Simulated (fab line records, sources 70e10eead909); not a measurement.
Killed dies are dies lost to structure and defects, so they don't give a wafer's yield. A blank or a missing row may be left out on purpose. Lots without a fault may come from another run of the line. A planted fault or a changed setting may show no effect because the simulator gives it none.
Which tool did it? | flow nand_harc | 11 lots, 33 wafers sampled, at 5 steps of a route of 1159

WHAT THE GAUGES READ, wafer by wafer
NHARC_A_CONTACT_CD_MEAS_53.
lot  | measured     | on        | cd_nm (nm)
L075 | day 16 09:02 | cd_sem-01 | 188.7 188.8 188.8
L076 | day 16 15:28 | cd_sem-01 | 188.7 189.4 188.9
L078 | day 17 08:19 | cd_sem-02 | 188.5 188.9 188.7
L080 | day 18 09:41 | cd_sem-03 | 189.9 189.5 190.0
L084 | day 19 05:18 | cd_sem-03 | 189.3 190.2 189.3
L083 | day 19 11:13 | cd_sem-02 | 190.4 190.4 189.9
L086 | day 19 23:36 | cd_sem-02 | 189.1 189.3 189.9
L091 | day 20 14:27 | cd_sem-03 | 190.2 190.1 189.4
L090 | day 20 10:12 | cd_sem-03 | 190.3 190.5 189.8
L094 | day 21 01:08 | cd_sem-03 | 190.5 190.0 190.6
L095 | day 21 22:31 | cd_sem-03 | 190.3 190.2 189.8

WHICH TOOL RAN EACH LOT (tool, then ch and the chambers of the sampled wafers, then the start)
lot  | NHARC_A_SLIT_DEP_25             | NHARC_A_SLIT_DESCUM_14             | NHARC_A_WL_FILL_CMP_12        | NHARC_A_CONTACT_ETCH_114
L075 | pecvd-01 ch 0,1,2, day 13 23:23 | rie_diel-02 ch 0,2, day 14 03:58   | cmp-01 ch 0,1,2, day 15 23:35 | har_cap_etch-03 ch 0,1, day 16 07:15
L076 | pecvd-01 ch 0,1,2, day 14 12:05 | rie_diel-09 ch 0,1,3, day 14 15:45 | cmp-02 ch 0,1,2, day 16 07:37 | har_cap_etch-01 ch 0,1, day 16 13:49
L078 | pecvd-03 ch 0,2, day 15 04:11   | rie_diel-09 ch 2,3, day 15 07:34   | cmp-03 ch 0,1,3, day 17 00:22 | har_cap_etch-03 ch 0,1, day 17 06:32
L080 | pecvd-01 ch 0,2, day 16 02:54   | rie_diel-07 ch 1,3, day 16 08:32   | cmp-03 ch 2,3, day 18 00:48   | har_cap_etch-03 ch 0,1, day 18 08:03
L084 | pecvd-02 ch 0,2, day 16 18:58   | rie_diel-09 ch 1,2, day 16 22:10   | cmp-01 ch 1,2, day 18 21:18   | har_cap_etch-03 ch 0,1, day 19 03:19
L083 | pecvd-03 ch 1,2, day 16 19:28   | rie_diel-02 ch 1,2, day 17 00:06   | cmp-01 ch 1,3, day 19 02:04   | har_cap_etch-03 ch 0,1, day 19 09:13
L086 | pecvd-02 ch 0,1, day 17 19:28   | rie_diel-02 ch 1,2,3, day 17 22:43 | cmp-02 ch 2,3, day 19 14:38   | har_cap_etch-02 ch 1, day 19 21:54
L091 | pecvd-01 ch 0,1, day 18 05:48   | rie_diel-07 ch 0,1,2, day 18 08:56 | cmp-01 ch 0,1,3, day 20 06:19 | har_cap_etch-03 ch 0,1, day 20 12:27
L090 | pecvd-02 ch 0,1,2, day 18 05:58 | rie_diel-02 ch 0,1,3, day 18 10:47 | cmp-02 ch 0,1,3, day 20 01:59 | har_cap_etch-03 ch 0,1, day 20 08:11
L094 | pecvd-03 ch 0,1,2, day 18 23:17 | rie_diel-02 ch 1,2, day 19 04:09   | cmp-01 ch 2,3, day 20 17:16   | har_cap_etch-03 ch 0,1, day 20 23:28
L095 | pecvd-02 ch 0,2, day 19 09:36   | rie_diel-02 ch 0,2, day 19 13:32   | cmp-03 ch 0,2, day 21 14:55   | har_cap_etch-03 ch 0,1, day 21 20:52
- NHARC_A_SLIT_DEP_25: deposits SiO2, target thk 200 nm.
- NHARC_A_SLIT_DESCUM_14: chemistry O2, time 3 s.
- NHARC_A_WL_FILL_CMP_12: polishes, t overpolish 30 s, target thk 75 nm.
- NHARC_A_CONTACT_ETCH_114: etches the open film in C4F8/O2/Ar, time 94 s, target depth 922 nm.

THE ANSWER, worked out from the rows above alone
Rule: what is usual is taken from the lots themselves. Put in order of their means at a reading, lots are off if they are a third of the lots or fewer, leave a main group of 4 or more, and stand apart from it by a gap of 3 or more times the standard deviation of the main group's means; of several such gaps the widest counts. A main group whose means are all the same, to the digits that the tables above print for the reading, isn't used. A lot without any number at a reading at which 4 lots or more have one is off too. The other lots that the step has rows for count as sound.
No lot is off at any reading shown: from this, nothing can be told.

WHAT THE SIMULATOR HAD PUT IN
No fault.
